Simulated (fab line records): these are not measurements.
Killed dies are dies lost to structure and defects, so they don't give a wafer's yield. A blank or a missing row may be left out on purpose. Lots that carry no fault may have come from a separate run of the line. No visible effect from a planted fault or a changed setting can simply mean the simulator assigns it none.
A struck lot beside a sound one :: flow n5 finfet :: 19 out of 1938 route steps
Sound: the wafers L572.3, L572.4, L572.6. Struck: wafers L583.2, L583.4, L583.5. The cause is given at the end.
At each step with rows: each side's tool, then ch and its chambers, then its first start. Under that, the readings that differ: sound wafers :: struck wafers :: difference of the means :: sigmas: that difference in standard deviations of wafers without a fault.
alike: a reading whose means differ by less than 2 such deviations, as well as words and numbers matching on both sides. not compared: withheld readings; readings where some wafer has no value; bounds like >300 that might hide an equal value; numbers whose values overlap and for which the record gives no deviation.
The two part at a step that has a row with sigmas, a row that says differs or no value, or rows on one side only. Numbers that have no deviation but don't overlap get no sigmas and don't part them. Lack of a reading on every wafer of one side parts them only where that side has two or more wafers.

first, 8 steps without rows for these wafers: N5_BEOL_M13_SPUTTER_44 (material Ta, target thk 10 nm, time 16.13 s); N5_BEOL_M13_SPUTTER_45 (material Cu, target thk 80 nm, time 13.33 s); N5_BEOL_M13_ECD_47 (material Cu, target thk 936 nm); N5_BEOL_M13_ANNEAL_48 (time 90 s); N5_BEOL_M13_CMP_49 (polishes, stops on SiOC, t overpolish 17.1 s, target thk 420 nm); N5_BEOL_M13_PRE_CLEAN_52 (time 15 s); N5_BEOL_M13_DEP_53 (deposits SiCN from 3MS/NH3, target thk 50 nm, time 17.8 s); N5_BEOL_M14_ILD_DEP_00 (deposits SiO2 from TEOS/O2, target thk 1119.3 nm, time 237.4 s).
N5_BEOL_M14_COAT_58: time 60 s, resist thk 89 nm.
  sound on litho track-05 ch 0, day 12 12:10; struck on litho track-05 ch 0, day 15 05:23
reading: spin speed rpm (rpm)
sound: 1500.8 1500.4 1501.6
struck: 1365.9 1364.4 1364.4
difference: -136.0
sigmas: -99 or more

reading: model.BARC_of_BEOL_M14_COAT_58.thk nm (nm)
sound: 89.4 89.4 89
struck: 92.8 92.6 93.2
difference: +3.6
sigmas: 
then, 8 steps without rows for these wafers: N5_BEOL_M14_COAT_04 (resist thk 800 nm); N5_BEOL_M14_EBR_06; N5_BEOL_M14_SOFTBAKE_05 (time 60 s); N5_BEOL_M14_EXPOSE_07 (exposes mask V13); N5_BEOL_M14_PEB_08 (peb time 90 s); N5_BEOL_M14_DEVELOP_09 (develop time 45 s); N5_BEOL_M14_HARDBAKE_14 (time 120 s); N5_BEOL_M14_DESCUM_15 (chemistry O2, time 7.9 s).
N5_BEOL_M14_ETCH_59: etches BARC in N2/H2, target depth 89 nm, overetch 26.7 nm, time 67.9 s.
  sound on rie diel-01 ch 0,1,3, day 12 13:46; struck on rie diel-04 ch 0,2,3, day 15 05:47
reading: throttle valve pct (%)
sound: 17.9 18.3 18.1
struck: 17.3 17.4 17.5
difference: -0.7
sigmas: -2

reading: model.etch.depth nm (nm)
sound: 89.4 89.31 89.07
struck: 92.86 92.67 93.14
difference: +3.63
sigmas: 
  alike: chamber pressure mTorr, drypump motor current A, oes product au, rf vpp V, showerhead plenum p Torr
  not compared: rf hours counter h
then, 1 step without rows for these wafers: N5_BEOL_M14_VIA_ETCH_16 (etches SiO2 in C4F8/O2/Ar, target depth 1231.3 nm).

## WHERE THEY PART
At N5_BEOL_M14_COAT_58 first; at N5_BEOL_M14_ETCH_59 last (within this record only).

WHY: what the simulator had put in
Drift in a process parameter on litho track-05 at N5_BEOL_M14_COAT_58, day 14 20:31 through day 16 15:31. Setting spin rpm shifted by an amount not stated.
